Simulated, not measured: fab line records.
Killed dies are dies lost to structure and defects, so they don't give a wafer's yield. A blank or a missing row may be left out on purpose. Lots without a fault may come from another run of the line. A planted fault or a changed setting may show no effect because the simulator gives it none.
Matching of chambers	flow nand-harc	4 sister chambers for NHARC_A_WL_FILL_ALD_02 on ald-metal-01
The step deposits TiN, target thk 2 nm, pulse time 3 s, ald cycles 100. 4 wafers are shown with their chamber, then 7 later ones without.

## WAFERS PAIRED WITH THEIR CHAMBERS
wafer	chamber	heater-power-w (W)
L082.1	3	1023
L086.5	0	890
L092.3	1	1098
L092.5	2	937

## WAFERS WITHOUT THEIR CHAMBER
wafer	heater-power-w (W)
L092.6	1011
L094.2	918
L094.4	1023
L094.6	1086
L097.2	1036
L097.3	889
L097.5	903

## WHICH CHAMBER EACH WENT THROUGH
wafer	from the rows above	in truth
L092.6	3	3
L094.2	can't be placed: 2 or 0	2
L094.4	3	3
L094.6	1	1
L097.2	3	3
L097.3	0	0
L097.5	can't be placed: 0 or 2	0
Correctly placed: 5 of 7. Can't be placed from these rows: 2 (the true chamber is among the candidates in 2). Wrongly placed: 0.
How it was worked out, from the rows above alone: a wafer's distance from a chamber is the root of the sum, over the readings, of the square of ((its reading less the chamber's mean) divided by the reading's scatter). If the next closest chamber is less than 2 further off than the closest, the wafer can't be placed; otherwise it belongs to the closest. The mean given for a chamber averages the wafers shown for that chamber. The scatter: root of mean squared gap, hidden wafer to nearest shown wafer, with one shown wafer a chamber.
